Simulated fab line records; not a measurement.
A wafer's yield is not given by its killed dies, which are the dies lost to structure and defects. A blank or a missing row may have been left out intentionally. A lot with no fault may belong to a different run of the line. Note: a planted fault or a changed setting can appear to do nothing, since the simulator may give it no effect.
Chamber matching | flow n5_finfet | N5_BEOL_M0_TRENCH_ETCH_107 on rie_diel-01: 4 sister chambers
The step etches SiOC in C4F6/O2, target depth 32.8 nm, time 16.4 s. 16 wafers are shown with their chamber, then 8 later ones without.

WAFERS PAIRED WITH THEIR CHAMBERS
wafer  | chamber | drypump_motor_current_A (A) | showerhead_plenum_p_Torr (Torr) | rf_vpp_V (V)
L074.2 | 3       | 6.2                         | 3.04                            | 647
L074.3 | 2       | 4.8                         | 2.74                            | 679
L074.4 | 3       | 6.2                         | 3.04                            | 647
L075.2 | 2       | 4.8                         | 2.74                            | 681
L075.4 | 0       | 5.8                         | 2.85                            | 650
L075.5 | 1       | 5.0                         | 2.94                            | 664
L079.1 | 0       | 5.8                         | 2.85                            | 650
L079.3 | 1       | 5.1                         | 2.94                            | 662
L079.5 | 3       | 6.2                         | 3.04                            | 646
L081.1 | 2       | 4.8                         | 2.73                            | 681
L081.2 | 3       | 6.2                         | 3.03                            | 646
L081.3 | 0       | 5.8                         | 2.85                            | 649
L087.2 | 1       | 5.1                         | 2.93                            | 666
L087.4 | 1       | 5.1                         | 2.93                            | 664
L087.6 | 0       | 5.8                         | 2.84                            | 648
L092.1 | 2       | 4.8                         | 2.72                            | 679

SIGNATURES (means of the wafers above)
reading                  | chamber 0 | chamber 1 | chamber 2 | chamber 3 | scatter within a chamber
drypump_motor_current_A  | 5.800     | 5.075     | 4.800     | 6.200     | 0.025
showerhead_plenum_p_Torr | 2.8475    | 2.9350    | 2.7325    | 3.0375    | 0.00661
rf_vpp_V                 | 649.25    | 664.00    | 680.00    | 646.50    | 1.15
Rule: for a wafer and a chamber, the distance is found by dividing, reading by reading, the gap between the wafer's reading and the chamber's mean by the reading's scatter, squaring, summing and taking the root. The wafer belongs to the nearest chamber; if the next one is less than 2 further off, it can't be placed. The scatter is the square root of a quotient: the sum, over the shown wafers, of each reading's squared deviation from its chamber's mean, divided by wafers minus chambers.

WAFERS WITH NO CHAMBER GIVEN
wafer  | drypump_motor_current_A (A) | showerhead_plenum_p_Torr (Torr) | rf_vpp_V (V)
L092.2 | 5.1                         | 2.93                            | 663
L092.5 | 5.8                         | 2.83                            | 649
L096.1 | 4.8                         | 2.71                            | 680
L096.2 | 5.8                         | 2.83                            | 647
L096.3 | 6.2                         | 3.02                            | 647
L097.1 | 4.8                         | 2.71                            | 681
L097.4 | 4.8                         | 2.71                            | 680
L097.5 | 5.8                         | 2.83                            | 648

THE CHAMBER EACH PASSED THROUGH
wafer  | from the rows above | in truth
L092.2 | 1                   | 1
L092.5 | 0                   | 0
L096.1 | 2                   | 2
L096.2 | 0                   | 0
L096.3 | 3                   | 3
L097.1 | 2                   | 2
L097.4 | 2                   | 2
L097.5 | 0                   | 0
8 of 8 placed correctly. Can't be placed from these rows: 0. Placed wrongly: 0.
